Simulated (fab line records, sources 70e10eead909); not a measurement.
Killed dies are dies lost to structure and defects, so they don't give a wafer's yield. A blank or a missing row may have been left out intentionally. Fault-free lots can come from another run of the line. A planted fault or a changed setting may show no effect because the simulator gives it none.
Matching of chambers + flow nandHarc + 4 sister chambers for NHARC_A_BONDPAD_CMP_19 on cmp-03
The step polishes, t overpolish 30 s, cu recess touch 16 s, target thk 169.82 nm. 8 wafers are shown with their chamber, then 7 later ones without.

== WAFERS PAIRED WITH THEIR CHAMBERS ==
| wafer  | chamber | motorCurrentA (A) | slurryFlowMlMin |
|--------|---------|-------------------|-----------------|
| L104.2 | 1       | 12.4              | 149.6           |
| L104.3 | 3       | 11.5              | 150.7           |
| L105.2 | 2       | 12.7              | 150.5           |
| L105.5 | 1       | 11.8              | 150.3           |
| L109.5 | 3       | 11.8              | 150.2           |
| L109.6 | 0       | 13.3              | 150.4           |
| L110.3 | 0       | 13.0              | 150.3           |
| L110.4 | 2       | 12.0              | 150.0           |

== WAFERS WITHOUT THEIR CHAMBER ==
| wafer  | motorCurrentA (A) | slurryFlowMlMin |
|--------|-------------------|-----------------|
| L110.6 | 13.1              | 150.5           |
| L112.1 | 12.2              | 150.6           |
| L112.5 | 11.5              | 150.2           |
| L112.6 | 12.9              | 149.6           |
| L118.2 | 12.1              | 150.4           |
| L118.5 | 12.0              | 149.9           |
| L118.6 | 12.4              | 150.3           |

== CHAMBER TAKEN BY EACH ==
| wafer  | from the rows above               | in truth |
|--------|-----------------------------------|----------|
| L110.6 | can't be placed: 0 or 2           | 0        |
| L112.1 | can't be placed: 2 or 3 or 1 or 0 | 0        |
| L112.5 | can't be placed: 3 or 1 or 2      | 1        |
| L112.6 | can't be placed: 0 or 2 or 1 or 3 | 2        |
| L118.2 | can't be placed: 2 or 3 or 1      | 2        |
| L118.5 | can't be placed: 1 or 2 or 3      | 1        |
| L118.6 | can't be placed: 2 or 1 or 0 or 3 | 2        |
Correctly placed: 0 of 7. These rows do not allow placing 7 (true chamber among the candidates in 7). Wrongly placed: 0.
How it was worked out, from the rows above alone: a wafer's distance from a chamber is the root of the sum, over the readings, of the square of ((its reading less the chamber's mean) divided by the reading's scatter). If the next closest chamber is less than 2 further off than the closest, the wafer can't be placed; otherwise it belongs to the closest. Each chamber's mean is taken over the wafers shown for it. How the scatter is found: for the shown wafers, subtract from each reading the mean of its chamber, square and add these, divide the total by (wafers less chambers), then take the root.
